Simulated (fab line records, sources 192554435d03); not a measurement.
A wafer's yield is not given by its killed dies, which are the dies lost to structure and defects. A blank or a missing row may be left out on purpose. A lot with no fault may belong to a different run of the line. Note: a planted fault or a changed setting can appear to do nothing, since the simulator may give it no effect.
Chamber matching + flow n5_finfet + N5_BEOL_M7_ALD_77 on ald_metal-01 has 4 sister chambers
The step deposits TaN, target thk 2 nm, pulse time 2 s, purge time 3 s. 4 wafers are shown with their chamber, then 10 later ones without.

## WAFERS, EACH WITH ITS CHAMBER
| wafer  | chamber | heater_power_w (W) |
|--------|---------|--------------------|
| L084.3 | 1       | 467                |
| L085.2 | 2       | 426                |
| L087.3 | 3       | 401                |
| L087.5 | 0       | 374                |

## WAFERS WITH NO CHAMBER GIVEN
| wafer  | heater_power_w (W) |
|--------|--------------------|
| L087.6 | 458                |
| L091.2 | 422                |
| L091.5 | 409                |
| L091.6 | 437                |
| L096.4 | 464                |
| L096.5 | 369                |
| L096.6 | 399                |
| L097.2 | 402                |
| L097.4 | 434                |
| L097.6 | 370                |

## WHICH CHAMBER EACH WENT THROUGH
| wafer  | from the rows above     | in truth |
|--------|-------------------------|----------|
| L087.6 | 1                       | 1        |
| L091.2 | 2                       | 2        |
| L091.5 | can't be placed: 3 or 2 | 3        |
| L091.6 | 2                       | 2        |
| L096.4 | 1                       | 1        |
| L096.5 | 0                       | 0        |
| L096.6 | 3                       | 3        |
| L097.2 | 3                       | 3        |
| L097.4 | 2                       | 2        |
| L097.6 | 0                       | 0        |
Placed correctly: 9 of 10. Can't be placed from these rows: 1 (the true chamber is among the candidates in 1). Number placed wrongly: 0.
How it was worked out, from the rows above alone: a wafer's distance from a chamber is the root of the sum, over the readings, of the square of ((its reading less the chamber's mean) divided by the reading's scatter). If the next closest chamber is less than 2 further off than the closest, the wafer can't be placed; otherwise it belongs to the closest. Each chamber's mean is taken over the wafers shown for it. The scatter (one wafer shown for each chamber): square how far every hidden wafer sits from the nearest shown wafer, average those squares and take the square root.
